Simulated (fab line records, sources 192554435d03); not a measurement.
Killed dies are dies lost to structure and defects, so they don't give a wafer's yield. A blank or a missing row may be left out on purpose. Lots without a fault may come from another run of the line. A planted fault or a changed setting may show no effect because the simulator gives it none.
fab line records | flow n5_finfet | part 1 of 2: steps 1 to 4 of 6
record lots=24 wafers=72 last_day=18
route steps=1938 shown MOL_CONTACT_COAG@530 BEOL_M0_SAQP@632
lots that met no fault: from a run of the same line without faults
start_h: hours from the record's first day to the start of the lot's first wafer shown | wait_h: hours since the lot's step before | " the same as in the row above | L1.1+2: a row that stands for several wafers | - no value, or no start given | * or withheld: withheld | < > ~ a bound
route shown NAME@n: a module of which the file shows steps, and the number in the route of the first | usual: mean/standard deviation of fault-free wafers | same: alike in all rows | chamber/n: place in a boat | sites: the reading at each site | _std_site: their standard deviation | _edge_site: outer sites' mean less inner sites' | radius_mm: how far each site lies from the wafer's centre | mask NAME#n: copy n | behind: the tool/chamber that last shaped the wafer | hold: why the lot was held/for how many hours/how that ended | device: the transistor (n, p or np) that didn't switch | end of line: the same wafers' tests at the end of the route | a step without rows: its recipe alone | killed: dies lost to structure and defects at the first sort, not the wafer's yield | map: a wafer's dies, x killed, . not, _ none there
set.NAME: the setting as run; set.NAME@STEP: as run at that earlier step | model.NAME: the simulator's own value behind a step, which no gauge read
steps of the route over a sample of lots; a table a step, a row a wafer
services: from which hour (start_h, from the record's first day; less than 0 if before it) a tool's chamber was out of use, for how many hours, and why
## steps
# step N5_MOL_CONTACT_COAG_ETCH_59
# recipe chemistry=N2/H2 target=underlayer target_depth_a=130 mask_material=CAR-EUV time_s=10.4 ion_energy_ev=200 pressure_mtorr=30 source_w=840 bias_w=150 n2_flow_sccm=200 h2_flow_sccm=200 ends=cleared
# usual drypump_motor_current_A=5.6/0.56 etch_rf_on_time_s=10.4/0.36 oes_product_au=0.65/0.074 rf_vpp_V=523.7/2.7 showerhead_plenum_p_Torr=2.53/0.092 throttle_valve_pct=17.8/0.31
# columns lot.wafer tool chamber start_h wait_h drypump_motor_current_A etch_rf_on_time_s oes_product_au rf_hours_counter_h rf_vpp_V showerhead_plenum_p_Torr throttle_valve_pct
L074.4 rie_diel-01 3 86.41 0.0 5.7 11.1 0.57 233 523.2 2.50 17.8
L074.5 " 3 " " 5.7 11.1 0.56 - 522.6 2.50 17.8
L074.6 " 0 " " 6.0 10.6 0.62 - 527.7 2.64 17.9
L075.3 rie_diel-05 2 95.05 0.0 6.2 10.3 0.62 167 520.9 2.44 18.2
L075.4 " 2 " " 6.3 10.3 0.62 - 520.8 2.44 18.2
L075.5 " 3 " " 4.8 10.3 0.64 - 526.6 2.65 17.8
L076.2 rie_diel-03 3 99.87 0.0 6.4 10.2 0.68 98 521.7 2.46 18.1
L076.3 " 2 " " 4.7 10.3 0.61 217 525.1 2.52 17.9
L076.4 " 3 " " 6.4 10.2 0.68 - 520.6 2.46 18.1
L077.3 rie_diel-05 0 109.21 0.0 5.2 11.1 0.61 162 524.8 2.53 17.5
L077.4 " 3 " " 4.8 10.2 0.63 168 525.1 2.65 17.9
L077.5 " 1 " " 5.4 11.1 0.61 - 522.6 2.51 17.7
L078.1 rie_diel-03 0 111.42 0.0 5.2 10.5 0.58 245 518.5 2.38 17.9
L078.2 " 3 " " 6.4 10.3 0.68 102 521.9 2.46 18.1
L078.4 " 2 " " 4.7 10.3 0.60 - 521.6 2.52 17.9
L079.1 rie_diel-03 2 119.77 0.0 4.7 10.2 0.60 225 522.6 2.52 17.9
L079.3 " 0 " " 5.2 10.3 0.59 249 520.6 2.38 17.9
L079.4 " 3 " " 6.5 10.2 0.67 106 521.2 2.46 18.1
L080.1 rie_diel-01 1 127.63 0.0 5.9 10.2 0.63 159 525.4 2.63 17.9
L080.2 " 0 " " 6.0 10.4 0.61 188 527.1 2.64 17.9
L080.5 " 3 " " 5.7 10.8 0.56 - 522.1 2.50 17.9
L081.2 rie_diel-01 0 130.02 0.0 6.0 10.4 0.61 190 526.9 2.64 17.9
L081.3 " 3 " " 5.7 11.0 0.55 251 521.6 2.50 17.9
L081.6 " 3 " " 5.7 10.9 0.56 - 522.8 2.50 17.9
L082.1 rie_diel-03 2 138.11 0.0 4.7 10.4 0.59 234 523.6 2.52 18.0
L082.4 " 3 " " 6.5 10.2 0.67 - 521.7 2.45 18.1
L082.5 " 2 " " 4.7 10.3 0.60 - 521.9 2.51 18.0
L083.3 rie_diel-05 3 139.98 0.0 4.8 10.0 0.62 178 528.6 2.65 17.9
L083.5 " 1 " " 5.4 10.9 0.61 - 522.8 2.51 17.8
L083.6 " 2 " " 6.3 10.1 0.61 - 521.5 2.44 18.2
L084.3 rie_diel-03 3 146.75 0.0 6.4 10.4 0.65 119 521.1 2.45 18.1
L084.4 " 1 " " 5.4 10.1 0.78 16 522.6 2.47 17.2
L084.6 " 0 " " 5.2 10.8 0.79 - 528.8 2.70 17.5
L085.1 rie_diel-03 1 155.38 0.0 5.4 10.2 0.77 18 524.2 2.47 17.2
L085.3 " 2 " " 4.7 10.4 0.58 240 522.4 2.51 18.0
L085.5 " 3 " " 6.5 10.2 0.66 - 521.5 2.45 18.2
L086.1 rie_diel-05 0 162.24 0.0 5.2 11.1 0.59 180 524.7 2.52 17.5
L086.2 " 3 " " 4.8 10.2 0.62 186 525.5 2.64 17.9
L086.6 " 3 " " 4.8 10.3 0.62 - 525.4 2.65 17.9
L087.1 rie_diel-01 0 170.82 0.0 6.0 10.5 0.59 208 524.2 2.63 18.0
L087.5 " 0 " " 6.0 10.5 0.59 - 526.5 2.63 18.0
L087.6 " 2 " " 5.5 9.9 0.81 - 530.1 2.71 17.3
L088.1 rie_diel-03 3 172.96 0.0 6.5 10.2 0.65 128 521.1 2.45 18.2
L088.2 " 2 " " 4.7 10.2 0.58 246 523.5 2.51 18.0
L088.5 " 2 " " 4.7 10.2 0.59 - 523.0 2.51 18.0
L089.3 rie_diel-03 0 179.24 0.0 5.2 10.5 0.78 12 529.5 2.69 17.5
L089.5 " 2 " " 4.7 10.1 0.59 - 523.2 2.51 18.0
L089.6 " 3 " " 6.4 10.0 0.66 - 521.6 2.45 18.2
L090.1 rie_diel-05 0 184.24 0.0 5.2 11.2 0.58 187 524.5 2.52 17.5
L090.4 " 2 " " 6.3 10.3 0.60 197 520.4 2.43 18.2
L090.5 " 0 " " 5.2 10.9 0.59 - 522.9 2.52 17.5
L091.2 rie_diel-03 1 192.07 0.0 5.4 9.9 0.76 31 523.1 2.46 17.2
L091.3 " 0 " " 5.2 10.7 0.75 17 529.1 2.69 17.5
L091.5 " 0 " " 5.2 10.6 0.76 - 528.1 2.69 17.5
L092.1 rie_diel-05 3 195.12 0.0 4.8 10.1 0.62 196 527.5 2.64 17.9
L092.4 " 0 " " 5.2 11.0 0.59 191 522.8 2.51 17.5
L092.6 " 3 " " 4.8 10.2 0.62 - 525.2 2.64 17.9
L093.1 rie_diel-03 3 203.26 0.0 6.4 10.0 0.65 139 520.7 2.44 18.2
L093.2 " 1 " " 5.4 10.1 0.74 35 523.2 2.46 17.2
L093.6 " 0 " " 5.2 10.6 0.75 - 527.7 2.69 17.6
L094.3 rie_diel-03 0 210.19 0.0 5.2 10.7 0.75 24 528.4 2.69 17.5
L094.4 " 3 " " 6.4 10.1 0.65 142 522.8 2.44 18.2
L094.6 " 0 " " 5.2 10.9 0.73 - 526.7 2.69 17.5
L095.1 rie_diel-05 0 217.77 0.0 5.3 11.1 0.58 198 523.0 2.51 17.5
L095.5 " 0 " " 5.2 11.2 0.59 - 522.4 2.51 17.5
L095.6 " 1 " " 5.4 11.0 0.60 - 524.3 2.50 17.8
L096.1 rie_diel-01 1 221.51 0.0 5.9 10.4 0.60 196 526.5 2.62 17.9
L096.2 " 2 " " 5.6 10.1 0.78 31 528.1 2.70 17.4
L096.4 " 3 " " 5.7 11.2 0.72 21 523.9 2.49 17.4
L097.3 rie_diel-05 1 228.38 0.0 5.4 11.0 0.59 - 523.3 2.50 17.8
L097.4 " 2 " " 6.2 10.5 0.59 - 521.4 2.43 18.2
L097.6 " 1 " " 5.4 10.9 0.60 - 523.2 2.50 17.8
# step N5_MOL_CONTACT_COAG_ETCH_15
# recipe chemistry=CH3F/O2 target=SiNx target_depth_a=70 mask_material=SOC stop_on=Si:P over_etch_frac=0.75 ion_energy_ev=120 pressure_mtorr=30 source_w=395 bias_w=73 Ar_flow_sccm=150 CH3F_flow_sccm=30 O2_flow_sccm=20
# usual drypump_motor_current_A=5.6/0.56 oes_product_au=0.56/0.061 rf_vpp_V=294/6 showerhead_plenum_p_Torr=1.99/0.077 throttle_valve_pct=16.32/0.23
# columns lot.wafer tool chamber start_h wait_h drypump_motor_current_A oes_product_au rf_hours_counter_h rf_vpp_V showerhead_plenum_p_Torr throttle_valve_pct
L074.4 rie_diel-01 3 86.59 0.0 5.7 0.50 233 301 1.97 16.35
L074.5 " 3 " " 5.7 0.50 - 300 1.97 16.34
L074.6 " 0 " " 6.0 0.53 - 303 2.07 16.34
L075.3 rie_diel-05 2 95.24 0.0 6.2 0.53 167 285 1.92 16.54
L075.4 " 2 " " 6.2 0.53 - 286 1.92 16.55
L075.5 " 3 " " 4.8 0.53 - 297 2.08 16.28
L076.2 rie_diel-03 3 100.05 0.0 6.4 0.58 98 293 1.93 16.47
L076.3 " 2 " " 4.7 0.52 217 292 1.97 16.30
L076.4 " 3 " " 6.5 0.57 - 293 1.93 16.46
L077.3 rie_diel-05 0 109.39 0.0 5.2 0.54 162 287 1.99 16.11
L077.4 " 3 " " 4.8 0.54 168 296 2.08 16.31
L077.5 " 1 " " 5.4 0.54 - 291 1.98 16.41
L078.1 rie_diel-03 0 111.60 0.0 5.2 0.51 245 294 1.92 16.59
L078.2 " 3 " " 6.5 0.58 102 293 1.93 16.48
L078.4 " 2 " " 4.7 0.51 - 292 1.97 16.33
L079.1 rie_diel-03 2 119.96 0.0 4.7 0.51 225 292 1.97 16.32
L079.3 " 0 " " 5.2 0.50 249 295 1.92 16.59
L079.4 " 3 " " 6.5 0.57 106 293 1.92 16.47
L080.1 rie_diel-01 1 127.81 0.0 5.9 0.54 160 309 2.07 16.36
L080.2 " 0 " " 6.0 0.52 188 305 2.07 16.38
L080.5 " 3 " " 5.7 0.49 - 301 1.96 16.38
L081.2 rie_diel-01 0 130.20 0.0 5.9 0.53 190 305 2.07 16.39
L081.3 " 3 " " 5.7 0.49 252 302 1.96 16.39
L081.6 " 3 " " 5.7 0.49 - 301 1.96 16.38
L082.1 rie_diel-03 2 138.30 0.0 4.7 0.51 234 294 1.96 16.34
L082.4 " 3 " " 6.4 0.57 - 293 1.92 16.50
L082.5 " 2 " " 4.7 0.51 - 293 1.96 16.34
L083.3 rie_diel-05 3 140.16 0.0 4.8 0.53 178 298 2.07 16.32
L083.5 " 1 " " 5.4 0.54 - 290 1.98 16.42
L083.6 " 2 " " 6.2 0.52 - 284 1.91 16.59
L084.3 rie_diel-03 3 146.93 0.0 6.5 0.56 119 294 1.92 16.50
L084.4 " 1 " " 5.4 0.65 16 294 1.97 15.87
L084.6 " 0 " " 5.2 0.69 - 300 2.17 16.15
L085.1 rie_diel-03 1 155.57 0.0 5.4 0.66 18 293 1.97 15.87
L085.3 " 2 " " 4.7 0.50 240 293 1.96 16.35
L085.5 " 3 " " 6.4 0.56 - 293 1.92 16.53
L086.1 rie_diel-05 0 162.42 0.0 5.2 0.53 180 287 1.99 16.17
L086.2 " 3 " " 4.8 0.53 186 297 2.07 16.34
L086.6 " 3 " " 4.8 0.52 - 297 2.07 16.34
L087.1 rie_diel-01 0 171.00 0.0 6.0 0.52 208 305 2.06 16.42
L087.5 " 0 " " 6.0 0.51 - 303 2.06 16.39
L087.6 " 2 " " 5.6 0.68 - 295 2.13 15.89
L088.1 rie_diel-03 3 173.15 0.0 6.4 0.56 128 293 1.92 16.54
L088.2 " 2 " " 4.7 0.51 246 292 1.96 16.34
L088.5 " 2 " " 4.7 0.50 - 291 1.96 16.36
L089.3 rie_diel-03 0 179.42 0.0 5.2 0.66 12 300 2.16 16.18
L089.5 " 2 " " 4.7 0.50 - 292 1.96 16.38
L089.6 " 3 " " 6.4 0.56 - 292 1.92 16.53
L090.1 rie_diel-05 0 184.42 0.0 5.2 0.52 187 289 1.98 16.17
L090.4 " 2 " " 6.3 0.52 198 285 1.91 16.63
L090.5 " 0 " " 5.2 0.52 - 286 1.98 16.17
L091.2 rie_diel-03 1 192.25 0.0 5.4 0.63 31 295 1.96 15.91
L091.3 " 0 " " 5.2 0.65 17 299 2.16 16.18
L091.5 " 0 " " 5.2 0.66 - 300 2.16 16.18
L092.1 rie_diel-05 3 195.30 0.0 4.8 0.52 196 297 2.07 16.34
L092.4 " 0 " " 5.2 0.52 191 287 1.98 16.19
L092.6 " 3 " " 4.8 0.52 - 296 2.07 16.37
L093.1 rie_diel-03 3 203.44 0.0 6.4 0.55 139 292 1.91 16.55
L093.2 " 1 " " 5.4 0.63 35 295 1.96 15.89
L093.6 " 0 " " 5.2 0.65 - 298 2.16 16.19
L094.3 rie_diel-03 0 210.37 0.0 5.2 0.65 24 300 2.16 16.20
L094.4 " 3 " " 6.5 0.55 142 293 1.91 16.56
L094.6 " 0 " " 5.2 0.64 - 299 2.16 16.19
L095.1 rie_diel-05 0 217.95 0.0 5.2 0.52 199 288 1.98 16.18
L095.5 " 0 " " 5.2 0.51 - 287 1.98 16.20
L095.6 " 1 " " 5.4 0.53 - 288 1.97 16.46
L096.1 rie_diel-01 1 221.69 0.0 5.9 0.52 196 306 2.05 16.44
L096.2 " 2 " " 5.5 0.65 31 294 2.13 15.93
L096.4 " 3 " " 5.7 0.66 21 301 1.95 15.91
L097.3 rie_diel-05 1 228.67 0.0 5.4 0.52 - 289 1.97 16.49
L097.4 " 2 " " 6.2 0.51 - 286 1.90 16.64
L097.6 " 1 " " 5.4 0.52 - 291 1.97 16.49
# step N5_MOL_CONTACT_COAG_INSPECT_57
# recipe mode=adi inspect_instrument=brightfield
# usual raw_defect_count=201/54
# columns lot.wafer tool chamber start_h wait_h raw_defect_count
L074.4 defect_inspect-02 - 97.01 0.0 174
L074.5 " - " " 233
L074.6 " - " " 156
L075.3 defect_inspect-02 - 103.22 0.0 187
L075.4 " - " " 169
L075.5 " - " " 199
L076.2 defect_inspect-02 - 110.62 0.0 163
L076.3 " - " " 211
L076.4 " - " " 258
L077.3 defect_inspect-01 - 118.60 0.0 181
L077.4 " - " " 164
L077.5 " - " " 247
L078.1 defect_inspect-01 - 123.33 0.1 190
L078.2 " - " " 314
L078.4 " - " " 353
L079.1 defect_inspect-01 - 128.19 0.1 179
L079.3 " - " " 184
L079.4 " - " " 135
L080.1 defect_inspect-02 - 136.94 0.1 235
L080.2 " - " " 154
L080.5 " - " " 403
L081.2 defect_inspect-01 - 142.03 0.0 209
L081.3 " - " " 165
L081.6 " - " " 174
L082.1 defect_inspect-02 - 147.75 0.1 299
L082.4 " - " " 286
L082.5 " - " " 273
L083.3 defect_inspect-02 - 151.23 0.0 156
L083.5 " - " " 166
L083.6 " - " " 132
L084.3 defect_inspect-02 - 154.51 0.0 183
L084.4 " - " " 170
L084.6 " - " " 145
L085.1 defect_inspect-02 - 163.66 0.1 120
L085.3 " - " " 91
L085.5 " - " " 176
L086.1 defect_inspect-02 - 170.42 0.1 188
L086.2 " - " " 298
L086.6 " - " " 198
L087.1 defect_inspect-02 - 184.84 0.1 188
L087.5 " - " " 124
L087.6 " - " " 190
L088.1 defect_inspect-02 - 185.54 0.1 162
L088.2 " - " " 227
L088.5 " - " " 174
L089.3 defect_inspect-02 - 190.49 0.0 120
L089.5 " - " " 256
L089.6 " - " " 217
L090.1 defect_inspect-02 - 193.87 0.1 219
L090.4 " - " " 237
L090.5 " - " " 221
L091.2 defect_inspect-02 - 201.32 0.0 219
L091.3 " - " " 214
L091.5 " - " " 198
L092.1 defect_inspect-02 - 204.60 0.1 335
L092.4 " - " " 265
L092.6 " - " " 283
L093.1 defect_inspect-01 - 212.89 0.1 196
L093.2 " - " " 194
L093.6 " - " " 138
L094.3 defect_inspect-02 - 221.01 0.0 170
L094.4 " - " " 167
L094.6 " - " " 171
L095.1 defect_inspect-02 - 228.94 0.1 196
L095.5 " - " " 152
L095.6 " - " " 250
L096.1 defect_inspect-01 - 231.41 0.1 200
L096.2 " - " " 259
L096.4 " - " " 196
L097.3 defect_inspect-01 - 237.90 0.0 177
L097.4 " - " " 185
L097.6 " - " " 201
# step N5_MOL_CONTACT_COAG_ETCHBACK_132
# recipe chemistry=CHF3 target=SiO2 target_depth_a=100 time_s=6.7 ion_energy_ev=200 pressure_mtorr=30 source_w=610 bias_w=170 Ar_flow_sccm=200 CHF3_flow_sccm=50
# usual drypump_motor_current_A=5.6/0.5 oes_product_au=0.76/0.086 rf_vpp_V=519/12 showerhead_plenum_p_Torr=2.38/0.084 throttle_valve_pct=18.67/0.24
# columns lot.wafer tool chamber start_h wait_h drypump_motor_current_A oes_product_au rf_hours_counter_h rf_vpp_V showerhead_plenum_p_Torr throttle_valve_pct
L074.4 rie_diel-01 3 98.05 0.1 5.7 0.66 - 532 2.34 18.70
L074.5 " 1 " " 5.9 0.74 - 539 2.46 18.72
L074.6 " 0 " " 5.9 0.72 - 537 2.45 18.69
L075.3 rie_diel-05 0 103.57 0.1 5.2 0.72 161 503 2.37 18.47
L075.4 " 3 " " 4.8 0.74 166 522 2.47 18.68
L075.5 " 2 " " 6.2 0.73 - 503 2.29 18.98
L076.2 rie_diel-01 1 110.99 0.1 5.9 0.74 153 540 2.46 18.71
L076.3 " 2 " " 5.5 0.71 247 510 2.25 18.62
L076.4 " 3 " " 5.7 0.66 243 530 2.34 18.72
L077.3 rie_diel-05 0 118.94 0.1 5.2 0.71 166 504 2.37 18.47
L077.4 " 2 " " 6.2 0.72 178 503 2.28 18.98
L077.5 " 1 " " 5.4 0.72 - 512 2.36 18.83
L078.1 rie_diel-03 2 123.68 0.1 4.7 0.69 227 515 2.34 18.67
L078.2 " 1 " " 5.4 0.94 4 519 2.34 18.24
L078.4 " 1 " " 5.4 0.95 - 518 2.34 18.22
L079.1 rie_diel-05 2 128.61 0.1 6.2 0.72 181 503 2.28 18.99
L079.3 " 1 " " 5.4 0.72 167 511 2.36 18.81
L079.4 " 3 " " 4.8 0.74 175 522 2.47 18.67
L080.1 rie_diel-03 3 137.29 0.1 6.5 0.78 115 516 2.29 18.88
L080.2 " 1 " " 5.4 0.92 11 518 2.34 18.23
L080.5 " 2 " " 4.7 0.69 - 514 2.34 18.69
L081.2 rie_diel-05 1 142.59 0.3 5.4 0.72 171 512 2.36 18.84
L081.3 " 3 " " 4.8 0.73 179 522 2.47 18.70
L081.6 " 0 " " 5.2 0.70 - 504 2.37 18.49
L082.1 rie_diel-01 2 149.16 0.1 5.6 0.97 5 519 2.53 18.24
L082.4 " 2 " " 5.5 0.96 - 520 2.53 18.25
L082.5 " 0 " " 6.0 0.70 - 536 2.44 18.69
L083.3 rie_diel-01 2 151.70 0.1 5.5 0.97 6 520 2.53 18.25
L083.5 " 2 " " 5.5 0.98 - 519 2.53 18.24
L083.6 " 1 " " 5.9 0.72 - 541 2.45 18.76
L084.3 rie_diel-05 0 155.09 0.1 5.2 0.70 177 505 2.37 18.48
L084.4 " 2 " " 6.2 0.71 189 501 2.28 19.00
L084.6 " 0 " " 5.2 0.71 - 506 2.37 18.48
L085.1 rie_diel-05 3 164.05 0.1 4.8 0.72 186 521 2.46 18.70
L085.3 " 0 " " 5.2 0.71 181 504 2.36 18.48
L085.5 " 2 " " 6.2 0.71 - 501 2.28 19.00
L086.1 rie_diel-03 3 170.99 0.2 6.4 0.76 128 514 2.28 18.91
L086.2 " 0 " " 5.2 0.90 10 528 2.57 18.59
L086.6 " 3 " " 6.4 0.77 - 518 2.28 18.92
L087.1 rie_diel-03 1 185.69 0.1 5.4 0.87 29 518 2.33 18.25
L087.5 " 3 " " 6.4 0.76 - 516 2.28 18.93
L087.6 " 1 " " 5.4 0.87 - 517 2.34 18.26
L088.1 rie_diel-01 1 185.94 0.1 5.9 0.71 184 541 2.45 18.79
L088.2 " 3 " " 5.7 0.90 9 530 2.33 18.27
L088.5 " 0 " " 6.0 0.69 - 535 2.44 18.74
L089.3 rie_diel-03 0 190.83 0.1 5.2 0.88 17 527 2.56 18.59
L089.5 " 0 " " 5.2 0.89 - 527 2.56 18.58
L089.6 " 3 " " 6.4 0.75 - 515 2.28 18.93
L090.1 rie_diel-03 1 194.72 0.1 5.4 0.86 33 516 2.33 18.28
L090.4 " 0 " " 5.2 0.89 - 527 2.56 18.60
L090.5 " 1 " " 5.4 0.86 - 518 2.33 18.27
L091.2 rie_diel-01 3 201.77 0.1 5.7 0.89 14 530 2.33 18.28
L091.3 " 1 " " 5.9 0.70 189 539 2.44 18.79
L091.5 " 1 " " 5.9 0.70 - 538 2.44 18.78
L092.1 rie_diel-05 2 205.91 0.1 6.2 0.70 204 503 2.27 19.03
L092.4 " 3 " " 4.8 0.71 199 522 2.46 18.72
L092.6 " 1 " " 5.4 0.69 - 511 2.35 18.88
L093.1 rie_diel-05 2 213.24 0.1 6.2 0.69 207 502 2.27 19.03
L093.2 " 3 " " 4.8 0.71 201 521 2.46 18.74
L093.6 " 0 " " 5.2 0.68 - 507 2.36 18.52
L094.3 rie_diel-03 2 221.80 0.4 4.7 0.95 7 513 2.33 18.29
L094.4 " 1 " " 5.4 0.85 42 518 2.33 18.29
L094.6 " 2 " " 4.7 0.95 - 514 2.33 18.31
L095.1 rie_diel-05 1 229.56 0.1 5.4 0.69 200 511 2.35 18.89
L095.5 " 1 " " 5.4 0.69 - 512 2.35 18.88
L095.6 " 2 " " 6.2 0.69 - 502 2.27 19.03
L096.1 rie_diel-03 1 231.89 0.1 5.4 0.84 46 517 2.33 18.30
L096.2 " 3 " " 6.5 0.74 150 516 2.28 18.96
L096.4 " 0 " " 5.2 0.86 32 528 2.56 18.61
L097.3 rie_diel-01 1 238.27 0.1 5.9 0.70 202 541 2.44 18.80
L097.4 " 3 " " 5.7 0.87 - 531 2.32 18.30
L097.6 " 1 " " 5.9 0.69 - 541 2.44 18.82
